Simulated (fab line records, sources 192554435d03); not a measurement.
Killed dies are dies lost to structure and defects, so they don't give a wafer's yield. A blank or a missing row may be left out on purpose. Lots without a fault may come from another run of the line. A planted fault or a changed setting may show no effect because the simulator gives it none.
Chamber matching | flow n5_finfet | N5_FIN_SAQP_SPACER2_ETCHBACK_29 on rie_diel-05: 4 sister chambers
The step etches SiO2 in CHF3/O2, target depth 12.2 nm, time 6.1 s. 16 wafers are shown with their chamber, then 8 later ones without.

WAFERS WITH THEIR CHAMBER
wafer  | chamber | showerhead_plenum_p_Torr (Torr) | throttle_valve_pct (%) | rf_vpp_V (V)
L075.2 | 3       | 2.40                            | 19.44                  | 512
L075.5 | 2       | 2.22                            | 18.67                  | 526
L075.6 | 3       | 2.40                            | 19.42                  | 513
L078.3 | 2       | 2.22                            | 18.69                  | 525
L078.4 | 0       | 2.50                            | 18.86                  | 487
L078.6 | 3       | 2.40                            | 19.43                  | 511
L079.1 | 2       | 2.22                            | 18.69                  | 523
L079.4 | 1       | 2.51                            | 18.85                  | 524
L079.6 | 2       | 2.22                            | 18.69                  | 525
L080.1 | 1       | 2.51                            | 18.88                  | 524
L080.2 | 3       | 2.39                            | 19.47                  | 509
L080.3 | 0       | 2.50                            | 18.86                  | 487
L087.1 | 2       | 2.21                            | 18.72                  | 523
L087.2 | 0       | 2.49                            | 18.88                  | 487
L087.3 | 1       | 2.50                            | 18.91                  | 526
L088.1 | 0       | 2.49                            | 18.89                  | 486

SIGNATURES (means of the wafers above)
reading                  | chamber 0 | chamber 1 | chamber 2 | chamber 3 | scatter within a chamber
showerhead_plenum_p_Torr | 2.4950    | 2.5067    | 2.2180    | 2.3975    | 0.00518
throttle_valve_pct       | 18.8725   | 18.8800   | 18.6920   | 19.4400   | 0.0207
rf_vpp_V                 | 486.75    | 524.67    | 524.40    | 511.25    | 1.27
Rule: a wafer's distance from a chamber is the root of the sum, over the readings, of the square of ((its reading less the chamber's mean) divided by the reading's scatter). The wafer belongs to the nearest chamber; if the next one is less than 2 further off, it can't be placed. The scatter: the root of (the sum of the squares of (reading less its chamber's mean) over the shown wafers, divided by (wafers less chambers)).

WAFERS WITHOUT THEIR CHAMBER
wafer  | showerhead_plenum_p_Torr (Torr) | throttle_valve_pct (%) | rf_vpp_V (V)
L088.2 | 2.21                            | 18.72                  | 526
L088.3 | 2.50                            | 18.89                  | 525
L091.3 | 2.49                            | 18.89                  | 489
L091.4 | 2.21                            | 18.72                  | 526
L091.6 | 2.50                            | 18.93                  | 526
L096.2 | 2.49                            | 18.46                  | 488
L096.3 | 2.38                            | 19.07                  | 511
L096.5 | 2.21                            | 18.74                  | 524

WHICH CHAMBER EACH WENT THROUGH
wafer  | from the rows above | in truth
L088.2 | 2                   | 2
L088.3 | 1                   | 1
L091.3 | 0                   | 0
L091.4 | 2                   | 2
L091.6 | 1                   | 1
L096.2 | 0                   | 0
L096.3 | 3                   | 3
L096.5 | 2                   | 2
Placed correctly: 8 of 8. Can't be placed from these rows: 0. Placed wrongly: 0.
